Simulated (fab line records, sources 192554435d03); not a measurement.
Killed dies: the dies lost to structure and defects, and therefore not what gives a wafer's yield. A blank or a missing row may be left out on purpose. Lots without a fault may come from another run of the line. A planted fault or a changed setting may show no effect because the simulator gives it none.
Chamber matching / flow n5_finfet / pecvd-03 running N5_GATE_CUT_HM_DEP_46: 3 sister chambers
The step deposits SiO2 from TEOS/O2, target thk 130 nm, time 26.6 s. 3 wafers are shown with their chamber, then 7 later ones without.

== EACH WAFER AND ITS CHAMBER ==
wafer=L082.5; chamber=0; throttle_valve_pct (%)=18.5
wafer=L091.3; chamber=1; throttle_valve_pct (%)=19.0
wafer=L091.4; chamber=2; throttle_valve_pct (%)=17.2

== WAFERS MISSING THEIR CHAMBER ==
wafer=L091.5; throttle_valve_pct (%)=18.6
wafer=L094.1; throttle_valve_pct (%)=19.0
wafer=L094.4; throttle_valve_pct (%)=17.2
wafer=L094.5; throttle_valve_pct (%)=18.4
wafer=L097.1; throttle_valve_pct (%)=17.2
wafer=L097.2; throttle_valve_pct (%)=18.3
wafer=L097.5; throttle_valve_pct (%)=19.1

== CHAMBER TAKEN BY EACH ==
wafer=L091.5; from the rows above=0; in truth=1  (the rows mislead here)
wafer=L094.1; from the rows above=1; in truth=1
wafer=L094.4; from the rows above=2; in truth=2
wafer=L094.5; from the rows above=0; in truth=0
wafer=L097.1; from the rows above=2; in truth=2
wafer=L097.2; from the rows above=0; in truth=0
wafer=L097.5; from the rows above=1; in truth=1
Correct placement for 6 of the 7. From these rows, 0 cannot be placed. Placed wrongly: 1.
How it was worked out, from the rows above alone: a wafer's distance from a chamber is the root of the sum, over the readings, of the square of ((its reading less the chamber's mean) divided by the reading's scatter). The wafer belongs to the nearest chamber; if the next one is less than 2 further off, it can't be placed. Each chamber's mean is taken over the wafers shown for it. The scatter (one wafer shown for each chamber): square how far every hidden wafer sits from the nearest shown wafer, average those squares and take the square root.
